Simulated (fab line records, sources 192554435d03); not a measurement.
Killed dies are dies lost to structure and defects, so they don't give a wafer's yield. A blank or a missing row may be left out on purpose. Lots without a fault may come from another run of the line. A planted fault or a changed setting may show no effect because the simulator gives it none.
Which tool did it? | flow n5_finfet | 6 lots, 18 wafers sampled, at 3 steps of a route of 1938

WHAT THE GAUGES READ, wafer by wafer
N5_BEOL_M5_CD_MEAS_11: target cd 27.74 nm.
lot  | measured     | on        | cd_nm (nm)
L642 | day 9 00:45  | cd_sem-02 | 27.93 27.66 27.93
L644 | day 9 16:07  | cd_sem-03 | 27.64 28.11 27.96
L649 | day 10 20:56 | cd_sem-03 | 27.85 28.11 27.63
L652 | day 11 07:20 | cd_sem-03 | 28.31 28.34 27.86
L654 | day 12 08:24 | cd_sem-01 | 27.77 27.54 27.41
L660 | day 13 18:38 | cd_sem-02 | 27.75 28.01 28.08

WHICH TOOL RAN EACH LOT (tool, then ch and the chambers of the sampled wafers, then the start)
lot  | N5_BEOL_M4_ANNEAL_95         | N5_BEOL_M5_COAT_71
L642 | pvd_sputter-03, day 8 20:13  | litho_track-02 ch 0, day 9 00:29
L644 | pvd_sputter-01, day 9 11:37  | litho_track-05 ch 0, day 9 15:51
L649 | pvd_sputter-02, day 10 17:19 | litho_track-05 ch 0, day 10 20:41
L652 | pvd_sputter-03, day 11 02:04 | litho_track-01 ch 0, day 11 06:57
L654 | pvd_sputter-01, day 12 03:44 | litho_track-01 ch 0, day 12 08:08
L660 | pvd_sputter-02, day 13 14:03 | litho_track-02 ch 0, day 13 18:22
- N5_BEOL_M4_ANNEAL_95: time 240 s.
- N5_BEOL_M5_COAT_71: time 60 s, resist thk 5 nm.

THE ANSWER, worked out from the rows above alone
Rule: what is usual is taken from the lots themselves. Put in order of their means at a reading, lots are off if they are a third of the lots or fewer, leave a main group of 4 or more, and stand apart from it by a gap of 3 or more times the standard deviation of the main group's means; of several such gaps the widest counts. A main group whose means are all the same, to the digits that the tables above print for the reading, isn't used. A lot without any number at a reading at which 4 lots or more have one is off too. The other lots that the step has rows for count as sound.
No lot is off at any reading shown: from this, nothing can be told.

WHAT THE SIMULATOR HAD PUT IN
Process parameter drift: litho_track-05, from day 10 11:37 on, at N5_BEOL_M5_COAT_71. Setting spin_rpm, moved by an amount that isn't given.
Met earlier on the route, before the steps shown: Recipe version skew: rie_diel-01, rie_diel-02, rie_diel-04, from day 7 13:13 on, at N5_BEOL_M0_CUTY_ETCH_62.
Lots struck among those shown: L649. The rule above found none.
